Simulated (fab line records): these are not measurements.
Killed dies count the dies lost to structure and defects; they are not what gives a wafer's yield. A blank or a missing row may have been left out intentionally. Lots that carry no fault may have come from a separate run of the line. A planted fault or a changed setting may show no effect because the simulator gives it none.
Matching of chambers | flow n5 finfet | 4 sister chambers for N5_FIN_CUT_ETCH_21 on rie diel-03
The step etches SOC in N2/H2, target depth 219 nm, overetch 43.8 nm, time 523.5 s. 14 wafers are shown with their chamber, then 7 later ones without.

== WAFERS PAIRED WITH THEIR CHAMBERS ==
wafer  | chamber | drypump motor current A (A) | showerhead plenum p Torr (Torr) | throttle valve pct (%)
L074.4 | 2       | 6.6                         | 2.65                            | 17.5
L074.5 | 0       | 5.7                         | 2.51                            | 17.9
L074.6 | 3       | 5.4                         | 2.52                            | 18.1
L076.1 | 3       | 5.5                         | 2.51                            | 18.1
L076.3 | 0       | 5.6                         | 2.51                            | 17.9
L076.4 | 2       | 6.6                         | 2.65                            | 17.5
L077.2 | 1       | 4.9                         | 2.72                            | 18.0
L077.4 | 0       | 5.7                         | 2.51                            | 17.9
L077.5 | 1       | 4.9                         | 2.72                            | 18.0
L084.1 | 1       | 4.9                         | 2.71                            | 18.0
L084.2 | 0       | 5.7                         | 2.50                            | 18.0
L084.4 | 3       | 5.4                         | 2.51                            | 18.2
L086.1 | 1       | 4.9                         | 2.71                            | 18.1
L086.3 | 0       | 5.6                         | 2.50                            | 18.0

SIGNATURES (averages over the wafers above)
reading                  | chamber 0 | chamber 1 | chamber 2 | chamber 3 | scatter within a chamber
drypump motor current A  | 5.660     | 4.900     | 6.600     | 5.433     | 0.0432
showerhead plenum p Torr | 2.5060    | 2.7150    | 2.6500    | 2.5133    | 0.00535
throttle valve pct       | 17.940    | 18.025    | 17.500    | 18.133    | 0.0512
Rule: for each reading, subtract the chamber's mean from the wafer's reading, divide by that reading's scatter and square the result; add these up over the readings and take the root, which gives the wafer's distance from the chamber. The wafer belongs to the nearest chamber; if the next one is less than 2 further off, it can't be placed. The scatter: take each reading less its chamber's mean, square it, sum over the shown wafers, divide by the number of wafers less the number of chambers, and take the root.

== WAFERS WITH NO CHAMBER GIVEN ==
wafer  | drypump motor current A (A) | showerhead plenum p Torr (Torr) | throttle valve pct (%)
L086.4 | 5.4                         | 2.51                            | 18.2
L089.4 | 4.9                         | 2.71                            | 18.1
L089.5 | 6.6                         | 2.64                            | 17.5
L089.6 | 5.5                         | 2.50                            | 18.2
L093.2 | 4.9                         | 2.70                            | 18.1
L093.4 | 5.7                         | 2.50                            | 18.0
L093.6 | 6.6                         | 2.63                            | 17.6

== THE CHAMBER EACH PASSED THROUGH ==
wafer  | from the rows above | in truth
L086.4 | 3                   | 3
L089.4 | 1                   | 1
L089.5 | 2                   | 2
L089.6 | 3                   | 3
L093.2 | 1                   | 1
L093.4 | 0                   | 0
L093.6 | 2                   | 2
Placed correctly: 7 of 7. From these rows, 0 cannot be placed. Placed wrongly: 0.
